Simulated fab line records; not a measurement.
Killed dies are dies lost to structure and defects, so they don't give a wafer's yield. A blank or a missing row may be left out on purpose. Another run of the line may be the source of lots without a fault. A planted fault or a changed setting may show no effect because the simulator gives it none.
fab line records	flow nandHarc
[record] lots = 12	wafers = 36	lastDay = 34
route steps=1302 shown A_WL_FILL@972 A_BONDPAD@1228 THIN_TSV@1269 END@1302
lots untouched by any fault: they come from a run of this same line in which no faults occurred
startH: the number of hours between the record's first day and the start of the first shown wafer of the lot	waitH: how many hours have passed since the lot's step before this one	" the same as in the row above	L1.1+2: a row that stands for several wafers	- no value present, or no start provided	* or withheld: withheld	< > ~ a bound
route shown NAME@n: NAME is a module with steps in the file, n the number in the route of the first one	usual: mean and standard deviation over wafers with no fault	same: alike in all rows	chamber/n: place in a boat	sites: each site's reading	_std_site: standard deviation across them	_edge_site: mean of outer sites minus mean of inner sites	radiusMm: how far each site lies from the wafer's centre	mask NAME#n: copy n	behind: the last tool/chamber to shape the wafer	hold: why the lot went on hold/how many hours it stayed there/how the hold came to an end	device: the n, p or np transistor that did not switch	end of line: tests run on the same wafers once the route is complete	a step without rows: its recipe alone	killed: dies that structure and defects cost at the first sort, which is not the same as the wafer's yield	map: a wafer's dies, marking killed ones x, the rest . and places with no die _
set.NAME: the setting the step ran with; set.NAME@STEP: the setting that earlier step ran with	model.NAME: the simulator's own value behind a step, which no gauge read
steps of the route over a sample of lots; a table a step, a row a wafer
services: from which hour (startH, from the record's first day; less than 0 if before it) a tool's chamber was out of use, for how many hours, and why
[[steps]]
[step NHARC_A_WL_FILL_ETCHBACK_26]
[recipe] targetDepthA = 520	timeS = 13.3	hbrFlowSccm = 150	rfW = 350	icpW = 350	biasW = 60	chemistry = HBr
[usual] drypumpMotorCurrentA = 5.7/0.64	hbrFlowSccm = 150.0/0.42	oesProductAu = 1.000/0.0094	throttleValvePct = 23.266/0.0086
lot.wafer	tool	chamber	startH	waitH	drypumpMotorCurrentA	hbrFlowSccm	oesProductAu	rfHoursCounterH	throttleValvePct
L161.1	rieSi-05	3	497.58	0.4	4.7	149.8	1.008	0.1	23.278
L161.4	"	0	"	"	6.1	150.0	1.023	0.1	23.265
L161.2	"	1	"	"	6.0	150.5	1.003	0.0	23.278
L162.3	rieSi-04	3	500.82	0.4	5.2	149.8	0.992	1.1	23.257
L162.6	"	2	"	"	5.3	150.2	1.013	-	23.280
L162.5	"	3	"	"	5.2	150.2	0.992	-	23.271
L164.3	rieSi-04	1	510.62	0.4	6.5	148.7	0.985	1.0	23.256
L164.2	"	3	"	"	5.2	150.1	0.988	1.1	23.273
L164.1	"	0	"	"	6.5	150.2	0.997	1.0	23.263
L165.2	rieSi-03	0	531.77	0.4	5.4	150.4	1.008	0.9	23.263
L165.4	"	1	"	"	6.3	150.3	1.006	0.9	23.254
L165.1	"	2	"	"	5.4	149.3	1.004	0.8	23.254
L166.2	rieSi-04	2	534.25	0.4	5.3	150.8	0.997	0.0	23.276
L166.6	"	2	"	"	5.3	150.6	0.991	-	23.251
L166.5	"	3	"	"	5.2	150.0	0.984	-	23.259
L167.4	rieSi-04	0	558.48	0.4	6.5	149.3	0.992	0.2	23.269
L167.3	"	1	"	"	6.5	150.2	1.003	0.1	23.254
L167.5	"	3	"	"	5.2	149.5	0.984	-	23.258
L168.1	rieSi-04	3	576.17	0.4	5.2	149.7	0.987	0.3	23.266
L168.3	"	0	"	"	6.5	149.5	0.986	0.2	23.270
L168.5	"	3	"	"	5.2	149.9	0.987	-	23.265
L178.3	rieSi-04	3	654.28	0.4	5.2	149.3	0.990	0.7	23.280
L178.1	"	0	"	"	6.5	150.0	1.004	0.6	23.270
L178.2	"	1	"	"	6.5	149.9	1.004	0.6	23.246
L179.4	rieSi-03	0	667.33	0.4	5.4	150.8	1.010	0.7	23.261
L179.1	"	3	"	"	4.7	149.1	1.010	0.7	23.270
L179.5	"	1	"	"	6.3	149.6	1.002	-	23.271
L181.3	rieSi-05	3	690.03	0.4	4.7	150.3	0.997	0.1	23.254
L181.2	"	0	"	"	6.1	150.2	1.002	0.1	23.263
L181.5	"	3	"	"	4.7	150.7	0.995	-	23.272
L183.4	rieSi-05	3	702.70	0.4	4.8	150.2	0.991	0.2	23.269
L183.2	"	1	"	"	6.0	150.2	1.013	0.2	23.253
L183.5	"	2	"	"	6.3	149.5	1.002	-	23.286
L184.1	rieSi-05	2	727.13	0.4	6.3	149.6	0.997	0.4	23.273
L184.3	"	3	"	"	4.7	150.4	1.001	0.4	23.267
L184.4	"	0	"	"	6.1	150.0	0.999	0.4	23.255
[step NHARC_A_BONDPAD_PVD_27]
[recipe] targetThkA = 300	chamberPressurePa = 5	powerW = 5000	substrateTempC = 30	timeS = 20.49	material = Cu
[usual] throttleValvePct = 30.2/1
lot.wafer	tool	chamber	startH	waitH	throttleValvePct
L161.4	pvdSputter-01	-	-	-	30.9
L161.1	"	-	"	"	31.2
L161.2	"	-	"	"	30.3
L162.3	pvdSputter-01	-	-	-	30.2
L162.6	"	-	"	"	30.6
L162.5	"	-	"	"	30.9
L164.2	pvdSputter-02	-	-	-	30.2
L164.1	"	-	"	"	30.7
L164.3	"	-	"	"	29.5
L165.1	pvdSputter-03	-	-	-	30.1
L165.4	"	-	"	"	28.7
L165.2	"	-	"	"	28.8
L166.2	pvdSputter-03	-	-	-	30.4
L166.6	"	-	"	"	29.9
L166.5	"	-	"	"	30.0
L167.4	pvdSputter-02	-	-	-	29.3
L167.3	"	-	"	"	30.7
L167.5	"	-	"	"	29.2
L168.1	pvdSputter-03	-	-	-	30.1
L168.3	"	-	"	"	28.5
L168.5	"	-	"	"	30.0
L178.3	pvdSputter-01	-	-	-	32.6
L178.1	"	-	"	"	29.9
L178.2	"	-	"	"	31.0
L179.4	pvdSputter-03	-	-	-	28.5
L179.1	"	-	"	"	29.1
L179.5	"	-	"	"	28.3
L181.3	pvdSputter-01	-	-	-	30.1
L181.2	"	-	"	"	31.2
L181.5	"	-	"	"	29.9
L183.2	pvdSputter-01	-	-	-	29.8
L183.4	"	-	"	"	29.8
L183.5	"	-	"	"	30.1
L184.4	pvdSputter-03	-	-	-	29.1
L184.1	"	-	"	"	30.1
L184.3	"	-	"	"	28.4
[step NHARC_THIN_TSV_STRIP_62]
[recipe] powerW = 1500	tempC = 250	timeS = 20	chemistry = N2/H2
[usual] drypumpMotorCurrentA = 5.6/0.47	heaterPowerW = 376/41	rfReflPowerW = 22.9/1.1
lot.wafer	tool	chamber	startH	waitH	drypumpMotorCurrentA	heaterPowerW	rfHoursCounterH	rfReflPowerW
L161.2	plasmaAsher-01	1	565.63	-	5.9	394	7	23.9
L161.1	"	0	"	"	6.1	315	7	22.0
L161.4	"	0	"	"	6.2	320	-	24.0
L162.3	plasmaAsher-01	1	568.01	-	6.0	399	-	23.2
L162.6	"	0	"	"	6.1	307	-	21.0
L162.5	"	1	"	"	5.9	405	-	23.5
L164.1	plasmaAsher-01	1	576.36	-	6.0	396	12	23.0
L164.2	"	0	"	"	6.1	318	12	21.3
L164.3	"	0	"	"	6.1	317	-	22.9
L165.1	plasmaAsher-01	0	603.17	-	6.1	313	18	22.0
L165.2	"	1	"	"	6.0	389	18	23.4
L165.4	"	1	"	"	5.9	392	-	22.7
L166.2	plasmaAsher-01	1	604.53	-	5.9	388	19	23.4
L166.6	"	1	"	"	5.9	393	-	22.2
L166.5	"	0	"	"	6.1	316	-	20.4
L167.3	plasmaAsher-02	1	628.50	-	4.9	434	-	-
L167.4	"	0	"	"	5.4	381	-	-
L167.5	"	1	"	"	4.9	428	-	-
L168.1	plasmaAsher-02	1	644.84	-	4.9	420	5	22.2
L168.3	"	0	"	"	5.4	375	-	23.4
L168.5	"	0	"	"	5.4	378	-	23.7
L178.1	plasmaAsher-01	1	722.11	-	5.9	388	2	23.6
L178.2	"	0	"	"	6.1	321	2	21.3
L178.3	"	0	"	"	6.1	321	-	22.1
L179.1	plasmaAsher-01	0	737.57	-	6.1	320	5	22.7
L179.4	"	0	"	"	6.1	319	-	22.1
L179.5	"	1	"	"	6.0	386	-	23.2
L181.2	plasmaAsher-02	0	758.13	-	5.4	366	33	24.1
L181.3	"	0	"	"	5.4	384	-	25.0
L181.5	"	1	"	"	4.9	420	-	23.2
L183.2	plasmaAsher-01	0	767.44	-	6.1	322	13	-
L183.4	"	1	"	"	5.9	396	-	-
L183.5	"	1	"	"	5.9	387	-	-
L184.1	plasmaAsher-01	0	792.17	-	6.1	315	18	-
L184.4	"	1	"	"	6.0	383	-	-
L184.3	"	0	"	"	6.1	321	-	-
[step NHARC_THIN_TSV_DESCUM_35]
[recipe] timeS = 3	o2FlowSccm = 200	arFlowSccm = 0	biasPowerW = 0	chemistry = O2
[usual] drypumpMotorCurrentA = 5.7/0.58	oesProductAu = 1.003/0.011	rfVppV = 57.8/0.92	showerheadPlenumPTorr = 1.92/0.061	throttleValvePct = 11.310/0.0088
lot.wafer	tool	chamber	startH	waitH	drypumpMotorCurrentA	oesProductAu	rfHoursCounterH	rfVppV	showerheadPlenumPTorr	throttleValvePct
L161.1	rieDiel-09	2	569.11	-	5.3	0.995	3.5	57.9	2.00	11.332
L161.4	"	0	"	"	5.7	1.003	4.5	57.1	1.89	11.306
L161.2	"	1	"	"	6.3	0.989	3.7	59.0	2.03	11.303
L162.3	rieDiel-09	2	571.28	-	5.3	0.997	3.5	57.1	2.00	11.308
L162.5	"	2	"	"	5.3	0.999	-	60.3	2.00	11.301
L162.6	"	0	"	"	5.7	1.006	-	58.0	1.89	11.300
L164.1	rieDiel-12	3	579.82	-	6.5	0.995	7.1	57.3	1.93	11.312
L164.2	"	0	"	"	5.1	1.018	5.1	58.6	1.97	11.310
L164.3	"	2	"	"	6.1	0.988	7.1	57.2	1.84	11.309
L165.1	rieDiel-12	3	606.53	-	6.5	1.008	8.7	57.1	1.93	11.316
L165.2	"	0	"	"	5.1	1.014	6.9	58.3	1.97	11.320
L165.4	"	2	"	"	6.1	0.991	8.7	57.3	1.84	11.308
L166.2	rieDiel-12	1	608.04	-	6.1	1.008	8.5	56.6	1.89	11.296
L166.5	"	3	"	"	6.5	0.995	-	57.6	1.93	11.304
L166.6	"	0	"	"	5.0	1.008	-	59.7	1.97	11.306
L167.3	rieDiel-12	0	631.80	-	5.1	1.019	0	56.9	1.97	11.301
L167.5	"	1	"	"	6.2	1.034	-	58.1	1.89	11.328
L167.4	"	2	"	"	6.2	1.003	-	56.9	1.84	11.319
L168.3	rieDiel-04	3	648.31	-	5.1	0.992	4.8	57.8	1.98	11.310
L168.1	"	1	"	"	5.3	0.998	5.2	56.2	1.86	11.313
L168.5	"	3	"	"	5.1	0.994	-	59.0	1.98	11.307
L178.2	rieDiel-09	0	725.59	-	5.7	0.989	2.3	58.3	1.89	11.319
L178.3	"	1	"	"	6.3	0.988	2.0	57.7	2.03	11.320
L178.1	"	2	"	"	5.3	0.993	1.8	57.2	1.99	11.316
L179.1	rieDiel-12	1	740.92	-	6.1	1.008	6.3	57.2	1.89	11.286
L179.4	"	2	"	"	6.1	1.003	7.2	57.2	1.83	11.301
L179.5	"	0	"	"	5.1	1.000	-	58.8	1.97	11.301
L181.2	rieDiel-09	3	761.49	-	4.9	1.002	3.9	57.7	1.87	11.306
L181.3	"	0	"	"	5.7	0.992	4.2	57.8	1.89	11.309
L181.5	"	0	"	"	5.7	0.988	-	55.8	1.89	11.315
L183.4	rieDiel-12	2	771.03	-	6.2	0.996	8.8	58.6	1.83	11.325
L183.2	"	0	"	"	5.1	1.010	7.8	57.1	1.97	11.295
L183.5	"	1	"	"	6.2	1.019	-	58.2	1.89	11.320
L184.3	rieDiel-09	3	795.64	-	4.9	1.005	5.9	58.6	1.87	11.307
L184.4	"	1	"	"	6.3	0.995	5.5	58.4	2.03	11.301
L184.1	"	2	"	"	5.3	1.007	5.7	59.8	1.99	11.322
[step NHARC_END_SORT_01]
[recipe] tempC = 25
[usual] killedAtArray = 64/18	killedAtOther = 0.8/1.1	killedAtPeriphery = 3.8/2.7	killedDies = 68/18	killedOpen = 3.3/1.9	killedShort = 2.3/1.8
[same] grossDies = 677
lot.wafer	tool	chamber	startH	waitH	killedAtArray	killedAtOther	killedAtPeriphery	killedDies	killedOpen	killedShort
L178.1	prober-02	0	735.98	2.5	154	0	2	156	3	2
L178.2	prober-02	0	736.77	2.8	121	0	3	124	3	2
L178.3	prober-02	0	737.57	3.1	149	0	0	149	2	0
// killed by level:class
L178.1 A_WL_FILL:unspecified=81 A_CHANNEL_HOLE_D1:chamberFilmFlake=36 A_CHANNEL_HOLE_D2:chamberFilmFlake=24 A_CHANNEL_FILL_D1:chamberFilmFlake=4 A_STAIRCASE:chamberFilmFlake=3 P_CONTACT:geometricParticle:short=1 A_ONON_D1:geometricParticle:open=1 A_CHANNEL_HOLE_D2:geometricParticle:open=1
L178.2 A_WL_FILL:unspecified=57 A_CHANNEL_HOLE_D1:chamberFilmFlake=32 A_CHANNEL_HOLE_D2:chamberFilmFlake=19 A_SLIT:chamberFilmFlake=5 A_STAIRCASE:chamberFilmFlake=3 P_M0:geometricParticle:open=2 A_WL_FILL:chamberFilmFlake=2 P_CONTACT:geometricParticle:short=1
L178.3 A_WL_FILL:unspecified=95 A_CHANNEL_HOLE_D1:chamberFilmFlake=22 A_CHANNEL_HOLE_D2:chamberFilmFlake=21 A_SLIT:chamberFilmFlake=4 A_STAIRCASE:chamberFilmFlake=2 A_M0:chamberFilmFlake=2 A_ONON_D1:geometricParticle:open=1 A_CHANNEL_FILL_D1:geometricParticle:open=1
[[services]]
tool	chamber	startH	hours	kind
rieDiel-12	0	475.22	21.4	repair
rieDiel-09	-	497.10	9.0	pm
rieDiel-12	0	500.72	12.1	repair
rieSi-04	-	519.00	9.0	pm
plasmaAsher-01	-	519.39	9.0	pm
pvdSputter-03	-	523.20	2.8	repair
pvdSputter-03	-	526.00	10.0	pm
rieDiel-09	3	544.75	3.4	repair
rieDiel-09	1	570.75	21.0	repair
pvdSputter-01	-	582.04	10.0	pm
plasmaAsher-01	-	592.51	1.7	repair
rieDiel-12	-	622.40	9.0	pm
rieDiel-09	-	625.80	0.3	repair
rieSi-04	-	627.10	0.4	repair
rieSi-04	-	650.75	1.5	repair
rieSi-04	-	655.31	0.5	repair
rieDiel-09	3	657.87	2.5	repair
rieDiel-09	-	674.10	9.0	pm
pvdSputter-01	-	684.99	8.9	repair
rieSi-04	-	696.00	9.0	pm
plasmaAsher-01	-	696.39	9.0	pm
pvdSputter-03	-	704.00	10.0	pm
rieDiel-12	2	706.26	2.7	repair
pvdSputter-01	-	760.04	10.0	pm
[[key]]
[firstSign] step = NHARC_END_SORT_01	reading = killedAtArray	direction = up	sigmas = 4.3	usual = 64	struck = 141
[effect] step = NHARC_END_SORT_01	reading = killedDies	direction = up	sigmas = 4.2	usual = 68	struck = 143
[moreKillsBornAt] NHARC_A_WL_FILL_ETCHBACK_26@rieSi-04 = 233
metAt NHARC_A_WL_FILL_ETCHBACK_26
struckLots L178
testerLeftOut L178
notActingAt NHARC_A_BONDPAD_PVD_27,NHARC_THIN_TSV_STRIP_62,NHARC_THIN_TSV_DESCUM_35
onsetBetween 576.17 654.28
[fault] kind = chamberParticleSource	tool = rieSi-04	chamber = -	onsetH = 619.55	steps = NHARC_A_WL_FILL_ETCHBACK_26	ratePerVisitCm2 = 1.4565	endH = 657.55
// testerLeftOut: of these lots the tester's yield and bins aren't shown, on N5 and GAA mostly nor the transistor test; their killed dies are dies lost to structure and defects alone, not to doping, threshold or leakage, so they don't give the yield
